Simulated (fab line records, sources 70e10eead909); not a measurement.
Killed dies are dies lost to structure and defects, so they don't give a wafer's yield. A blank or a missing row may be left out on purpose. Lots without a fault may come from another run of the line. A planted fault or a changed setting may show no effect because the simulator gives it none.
fab line records | flow nand_harc
record lots=4 wafers=12 last_day=34
route steps=1302 shown A_ONON_D1@440 A_CHANNEL_HOLE_D1@450 END@1302
lots that met no fault: from a run of the same line without faults
start_h: hours from the record's first day to the start of the lot's first wafer shown | wait_h: hours since the lot's step before | " the same as in the row above | L1.1+2: a row that stands for several wafers | - no value, or no start given | * or withheld: withheld | < > ~ a bound
route shown NAME@n: a module of which the file shows steps, and the number in the route of the first | usual: mean/standard deviation of fault-free wafers | same: alike in all rows | chamber/n: place in a boat | sites: the reading at each site | _std_site: their standard deviation | _edge_site: outer sites' mean less inner sites' | radius_mm: how far each site lies from the wafer's centre | mask NAME#n: copy n | behind: the tool/chamber that last shaped the wafer | hold: why the lot was held/for how many hours/how that ended | device: the transistor (n, p or np) that didn't switch | end of line: the same wafers' tests at the end of the route | a step without rows: its recipe alone | killed: dies lost to structure and defects at the first sort, not the wafer's yield | map: a wafer's dies, x killed, . not, _ none there
set.NAME: the setting as run; set.NAME@STEP: as run at that earlier step | model.NAME: the simulator's own value behind a step, which no gauge read
lots at some steps of the route; a table a step, a row a wafer
services: from which hour (start_h, from the record's first day; less than 0 if before it) a tool's chamber was out of use, for how many hours, and why
## steps
# step NHARC_A_ONON_D1_DEP_22
# recipe target_thk_a=10000 n2_flow_sccm=2750 n2o_flow_sccm=2000 nh3_flow_sccm=500 sih4_flow_sccm=210 temp_c=400
# step NHARC_A_ONON_D1_DEP_25
# recipe target_thk_a=10000 n2_flow_sccm=2750 n2o_flow_sccm=2000 nh3_flow_sccm=500 sih4_flow_sccm=210 temp_c=400
# step NHARC_A_ONON_D1_DEP_28
# recipe target_thk_a=10000 n2_flow_sccm=2750 n2o_flow_sccm=2000 nh3_flow_sccm=500 sih4_flow_sccm=210 temp_c=400
# step NHARC_A_ONON_D1_DEP_33
# recipe target_thk_a=2000 temp_c=400 pressure_torr=6.5 rf_w=900 teos_flow_sccm=161.4 flow_sccm=2650 target_thk_nm=200 gas=O2 material=SiO2
# step NHARC_A_CHANNEL_HOLE_D1_DEP_00
# recipe target_thk_a=31000 temp_c=400 material=aC
# step NHARC_A_CHANNEL_HOLE_D1_DEP_01
# recipe target_thk_a=1400 target_thk_nm=140 temp_c=400 pressure_torr=3.5 flow_sccm=200 rf_w=350 material=SiON
# usual heater_power_w=722/110
# columns lot.wafer tool chamber start_h wait_h heater_power_w
L878.2 pecvd-04 2 243.29 1.4 780
L878.6 " 0 " " 910
L878.4 " 2 " " 642
L888.5 pecvd-04 2 342.26 0.4 698
L888.4 " 0 " " 858
L888.6 " 1 " " 614
L891.3 pecvd-04 1 364.51 1.0 693
L891.4 " 2 " " 766
L891.6 " 0 " " 953
L895.3 pecvd-03 0 413.93 1.0 724
L895.1 " 2 " " 641
L895.4 " 2 " " 645
# step NHARC_A_CHANNEL_HOLE_D1_DEHYDRATE_02
# recipe temp_c=150 time_s=120
# step NHARC_A_CHANNEL_HOLE_D1_HMDS_03
# recipe time_s=30
# step NHARC_A_CHANNEL_HOLE_D1_COAT_36
# recipe temp_c=260 time_s=75
# step NHARC_A_CHANNEL_HOLE_D1_COAT_37
# recipe temp_c=225 time_s=65
# step NHARC_A_CHANNEL_HOLE_D1_COAT_04
# recipe spin_rpm=1500 resist_thk_nm=90
# step NHARC_A_CHANNEL_HOLE_D1_SOFTBAKE_05
# recipe temp_c=105 time_s=55
# step NHARC_A_CHANNEL_HOLE_D1_EBR_06
# step NHARC_A_CHANNEL_HOLE_D1_EXPOSE_07
# recipe na=1.35 target_cd_nm=100 sigma_outer=0.3 dose_mj=59.65 mask_id=HOLE_D1
# step NHARC_A_CHANNEL_HOLE_D1_PEB_08
# recipe peb_temp_c=100 peb_time_s=65
# step NHARC_A_CHANNEL_HOLE_D1_DEVELOP_09
# recipe develop_time_s=35 dev_temp_c=23
# step NHARC_A_CHANNEL_HOLE_D1_DESCUM_15
# recipe time_s=3 o2_flow_sccm=200 ar_flow_sccm=0 bias_power_w=0 chemistry=O2
# step NHARC_A_CHANNEL_HOLE_D1_ETCH_38
# recipe target_depth_a=390 over_etch_frac=0.3 time_s=65 ion_energy_ev=80 cf4_flow_sccm=150 ar_flow_sccm=0 rf_w=300 bias_w=100 chemistry=CF4
# step NHARC_A_CHANNEL_HOLE_D1_ETCH_39
# recipe target_depth_a=2600 over_etch_frac=0.3 time_s=325 ion_energy_ev=200 n2_flow_sccm=150 h2_flow_sccm=150 ar_flow_sccm=0 rf_w=400 bias_w=150 chemistry=N2/H2
# step NHARC_A_CHANNEL_HOLE_D1_ETCH_34
# recipe target_depth_a=1540 time_s=77 cf4_flow_sccm=100 chf3_flow_sccm=30 ar_flow_sccm=0 rf_w=500 bias_w=200 chemistry=CF4/CHF3
# step NHARC_A_CHANNEL_HOLE_D1_ETCH_16
# recipe target_depth_a=31000 over_etch_frac=0.3 time_s=806 ion_energy_ev=150 o2_flow_sccm=400 cos_flow_sccm=20 ar_flow_sccm=0 rf_w=500 bias_w=300 chemistry=O2/COS
# step NHARC_A_CHANNEL_HOLE_D1_ETCH_19
# recipe bias_v=1200 source_w=2500 pressure_mtorr=15 time_s=34.5 ar_flow_sccm=375 c4f8_flow_sccm=28.8 o2_flow_sccm=96.2 temp_c=-20 target_depth_a=* chemistry=C4F8/O2/Ar
# step NHARC_A_CHANNEL_HOLE_D1_ETCH_20
# recipe bias_v=3000 source_w=withheld pressure_mtorr=20 time_s=361.9 ar_flow_sccm=375 c4f8_flow_sccm=89.3 o2_flow_sccm=35.7 temp_c=-20 target_depth_a=16000 chemistry=C4F8/O2/Ar
# step NHARC_A_CHANNEL_HOLE_D1_ETCH_21
# recipe bias_v=3000 source_w=withheld pressure_mtorr=20 time_s=514.3 ar_flow_sccm=375 c4f8_flow_sccm=89.3 o2_flow_sccm=35.7 temp_c=-20 target_depth_a=16000 chemistry=C4F8/O2/Ar
# step NHARC_A_CHANNEL_HOLE_D1_ETCH_22
# recipe bias_v=3000 source_w=withheld pressure_mtorr=20 time_s=666.7 ar_flow_sccm=375 c4f8_flow_sccm=89.3 o2_flow_sccm=35.7 temp_c=-20 target_depth_a=16000 chemistry=C4F8/O2/Ar
# step NHARC_A_CHANNEL_HOLE_D1_ETCH_23
# recipe bias_v=5000 source_w=withheld pressure_mtorr=20 time_s=819 ar_flow_sccm=375 c4f8_flow_sccm=89.3 o2_flow_sccm=35.7 temp_c=-20 target_depth_a=16000 chemistry=C4F8/O2/Ar
# step NHARC_A_CHANNEL_HOLE_D1_ETCH_24
# recipe bias_v=5000 source_w=withheld pressure_mtorr=20 time_s=906.2 ar_flow_sccm=375 c4f8_flow_sccm=93.8 o2_flow_sccm=31.2 temp_c=-20 target_depth_a=15000 chemistry=C4F8/O2/Ar
# step NHARC_A_CHANNEL_HOLE_D1_ETCH_25
# recipe bias_v=5000 source_w=withheld pressure_mtorr=20 time_s=1040.2 ar_flow_sccm=375 c4f8_flow_sccm=93.8 o2_flow_sccm=31.2 temp_c=-20 target_depth_a=15000 chemistry=C4F8/O2/Ar
# step NHARC_A_CHANNEL_HOLE_D1_ETCH_26
# recipe bias_v=300 source_w=2000 pressure_mtorr=30 time_s=224.1 ar_flow_sccm=375 c4f8_flow_sccm=11.4 o2_flow_sccm=113.6 temp_c=-20 target_depth_a=3000 chemistry=C4F8/O2/Ar
# step NHARC_A_CHANNEL_HOLE_D1_ETCH_33
# recipe bias_v=400 source_w=2000 pressure_mtorr=25 time_s=90 ar_flow_sccm=375 c4f8_flow_sccm=41.7 o2_flow_sccm=83.3 temp_c=-20 target_depth_a=4000 chemistry=C4F8/O2/Ar
# step NHARC_A_CHANNEL_HOLE_D1_STRIP_41
# recipe n2_flow_sccm=150 h2_flow_sccm=150 ar_flow_sccm=0 bias_w=0 chemistry=N2/H2
# step NHARC_END_SORT_01
# recipe temp_c=25
# usual killed_at_array=55/19 killed_at_other=0.9/1.4 killed_at_periphery=3.8/2.9 killed_dies=60/19 killed_open=3.3/1.8 killed_short=2.6/1.6
# same gross_dies=677
# columns lot.wafer tool chamber start_h wait_h killed_at_array killed_at_other killed_at_periphery killed_dies killed_open killed_short
L888.4 prober-02 0 718.47 3.4 630 0 2 632 3 4
L891.6 prober-01 0 751.16 4.0 629 0 0 629 2 0
# killed by level:class
L888.4 A_CHANNEL_HOLE_D1:area_dep=547 A_CHANNEL_HOLE_D1:chamber_film_flake=36 A_SLIT:chamber_film_flake=20 A_CHANNEL_HOLE_D2:chamber_film_flake=15 A_CONTACT:chamber_film_flake=3 A_WL_FILL:geometric_particle:short=2 A_SOURCE_PLATE:geometric_particle:open=1 A_CHANNEL_HOLE_D1:geometric_particle:short=1
L891.6 A_CHANNEL_HOLE_D1:area_dep=581 A_CHANNEL_HOLE_D2:chamber_film_flake=18 A_CHANNEL_HOLE_D1:chamber_film_flake=9 A_CONTACT:chamber_film_flake=7 A_SLIT:chamber_film_flake=6 A_STAIRCASE:chamber_film_flake=4 A_CHANNEL_FILL_D1:geometric_particle:open=1 A_BLC:geometric_particle:open=1
# map L888.4 (x killed, . not)
____________x____________
_________xxxxxxx_________
_______xxxxxxxxxxx_______
______xxxxxxxxxxxxx______
_____xxxxxxxxxxxxx.x_____
____xxxxxxxxxxxxxxxxx____
____xxxx.xxxxxxxxxxxx____
___.xxxxxxxxxx.xxxxxxx___
___xxxxxxxxxxxxxxxxxxx___
__xxxxxxxxxxx.xxxxxxxxx__
__xxxxxxxx.xxxxxxxxxxxx__
_xxxxxxxxxxx.x.xxxxxxxxx_
_x.xxxxxxxxxxxxxxxxxxxxx_
_xx.x.xxxxxxxxxxxxxxxxxx_
_xxxxxxx.xxxxxxxxxxxxxxx_
_x.xxxxx.xxxxxxx.xxxxxxx_
xx.xxxxxx.xx.xxxxxxxxxxxx
xx.x.xxxxxxxxxxxxxxxxxxxx
xxxxxxxxxxxxxxxx.xxxxxxxx
xx.xxxxxxxxxxxxxxxxxxxxxx
xx.xxxxxxxx..xxxxxxxxxxxx
_xxxxxxxxxxxxxxxxxxxxxxx_
_xxxxxxxxxxxxxxxxx..xxxx_
_xxxxxxxxx.xxxxxxxxxxxxx_
_xxxxxxxx.x..xxxxxxxxxxx_
_xxxxxxxxx...xxxx.xxxxxx_
__xxxxxxxxxxxxxxxxxxxxx__
__xxxxxxxxxxx...xxxxxxx__
___xxx.xxxxxxxxxxxxxxx___
___xxxxx.xxxxxxx.xxxxx___
____xxxxxxxxxxxxxxxxx____
____xxxxxxxxxxxx.xxxx____
_____xxxxxxx.xxxxxxx_____
______.xxxxxxxxxxxx______
_______xxxxxxxxxx._______
_________xxxxxxx_________
____________x____________
# map L891.6 (x killed, . not)
____________.____________
_________xxxxxxx_________
_______..xxxxxxxxx_______
______xxxxxxxxx.xxx______
_____xxxxxxxxxxxxxxx_____
____xxxxxxxxxxxxxxxxx____
____xxxxxxxxxxxxxxxxx____
___xxxxxxxxxxxxxxxxxxx___
___xxxxxxxxxxxxxxxxx.x___
__.xxxxxxxxxxxxxxxxxxxx__
__xxxxxxxxxxxxxxxxxxxxx__
_xxxxxxxxxxxxxxxxxxxxxxx_
_xxxxxxxxxxxxxxxxxxxxxxx_
_xxxxxxxxxxxxxxxxxxxxxxx_
_.xxxxxxxxxxxxxxxxxxxxxx_
_xxxxxxxxxxxxxxxxxxxxxxx_
x.xxxxxxxxxxxxxxxxxxxxxxx
xx.xxxxxxxxxxxxxxxxxxxxxx
x.xxxxxxxxxxxxxxxxxxxxxxx
.xxxxxxxxxxxxxxxxxxxxxx.x
xxxxxxxxxxxxxxxxxxxxxxxx.
_.xxxxxxxxxxxxxxxxxxxxxx_
_xxxxxxxxxxxxxxxxxxxxxxx_
_.xx.xxxxxxxxxxxxxxxxx.x_
_xxxxxx.xxxxxxxxxxxxxxx._
_x.xxxxxxxxxxxxxxxxxxxx._
__xxxxx.xxxxxxxxx.xxxxx__
__xxxxxxxxxxxxxxxxxxx.x__
___xxxxxxxxxxxxxxxxxxx___
___x..xxxxxxxxxxx.xxxx___
____xxxxxxxxxxxxxx.xx____
____..xxxxxxxxxx.xxxx____
_____.xxxxxxxxx..xx._____
______.xxxxxx..xxx.______
_______xxx.xxx.xxx_______
_________.....x._________
____________.____________
## services
# columns tool chamber start_h hours kind
pecvd-04 - 269.00 13.0 pm
pecvd-04 0 269.00 13.0 vent_cycle
pecvd-04 1 269.00 13.0 vent_cycle
pecvd-04 2 269.00 13.0 vent_cycle
pecvd-04 0 282.00 - clean
pecvd-04 1 282.00 - clean
pecvd-04 2 282.00 - clean
pecvd-03 - 366.24 13.0 pm
pecvd-03 0 366.24 13.0 vent_cycle
pecvd-03 1 366.24 13.0 vent_cycle
pecvd-03 2 366.24 13.0 vent_cycle
pecvd-03 0 379.24 - clean
pecvd-03 1 379.24 - clean
pecvd-03 2 379.24 - clean
pecvd-03 - 391.07 9.2 repair
## key
first_sign step=NHARC_END_SORT_01 reading=killed_dies direction=up sigmas=30 usual=60 struck=630
effect step=NHARC_END_SORT_01 reading=killed_at_array direction=up sigmas=30 usual=55 struck=630
more_kills_born_at NHARC_A_CHANNEL_HOLE_D1_DEP_01@pecvd-04=1128
met_at NHARC_A_CHANNEL_HOLE_D1_DEP_01
struck_wafers L888.4,L891.6
later_rows_left_out L888.4,L891.6
tester_left_out L888,L891
onset_between 243.29 342.26
fault kind=process_parameter_drift tool=pecvd-04 chamber=0 onset_h=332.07 steps=NHARC_A_CHANNEL_HOLE_D1_DEP_01 channel=target_thk_a offset=* shape=step end_h=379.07 acts_in=* stated=*
# tester_left_out: of these lots the tester's yield and bins aren't shown, on N5 and GAA mostly nor the transistor test; their killed dies are dies lost to structure and defects alone, not to doping, threshold or leakage, so they don't give the yield
# later_rows_left_out: the simulator's readings of these wafers behind a module that went badly wrong aren't trusted and aren't shown, but for the sort
